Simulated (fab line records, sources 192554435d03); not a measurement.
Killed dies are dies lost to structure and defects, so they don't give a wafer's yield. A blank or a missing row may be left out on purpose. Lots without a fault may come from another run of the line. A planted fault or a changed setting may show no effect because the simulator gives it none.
Chamber matching | flow n5_finfet | N5_BEOL_M4_STRIP_19 on rie_diel-02: 4 sister chambers
The step strips in O2. 7 wafers are shown with their chamber, then 8 later ones without.

WAFERS WITH THEIR CHAMBER
wafer  | chamber | showerhead_plenum_p_Torr (Torr) | throttle_valve_pct (%)
L078.3 | 3       | 2.12                            | 16.57
L079.1 | 0       | 2.00                            | 16.83
L080.3 | 0       | 2.00                            | 16.84
L080.4 | 1       | 2.24                            | 16.39
L085.4 | 3       | 2.11                            | 16.64
L085.6 | 2       | 2.18                            | 16.65
L088.2 | 2       | 2.18                            | 16.64

WAFERS WITHOUT THEIR CHAMBER
wafer  | showerhead_plenum_p_Torr (Torr) | throttle_valve_pct (%)
L088.3 | 2.23                            | 16.45
L088.5 | 1.99                            | 16.89
L092.2 | 1.99                            | 16.90
L092.4 | 2.18                            | 16.66
L092.6 | 2.18                            | 16.67
L087.1 | 1.99                            | 16.91
L087.2 | 2.18                            | 16.65
L087.3 | 2.23                            | 16.46

WHICH CHAMBER EACH WENT THROUGH
wafer  | from the rows above | in truth
L088.3 | 1                   | 1
L088.5 | 0                   | 0
L092.2 | 0                   | 0
L092.4 | 2                   | 2
L092.6 | 2                   | 2
L087.1 | 0                   | 0
L087.2 | 2                   | 2
L087.3 | 1                   | 1
Placed correctly: 8 of 8. Can't be placed from these rows: 0. Placed wrongly: 0.
How it was worked out, from the rows above alone: a wafer's distance from a chamber is the root of the sum, over the readings, of the square of ((its reading less the chamber's mean) divided by the reading's scatter). The wafer belongs to the nearest chamber; if the next one is less than 2 further off, it can't be placed. A chamber's mean is the mean of its shown wafers. The scatter: the root of (the sum of the squares of (reading less its chamber's mean) over the shown wafers, divided by (wafers less chambers)).
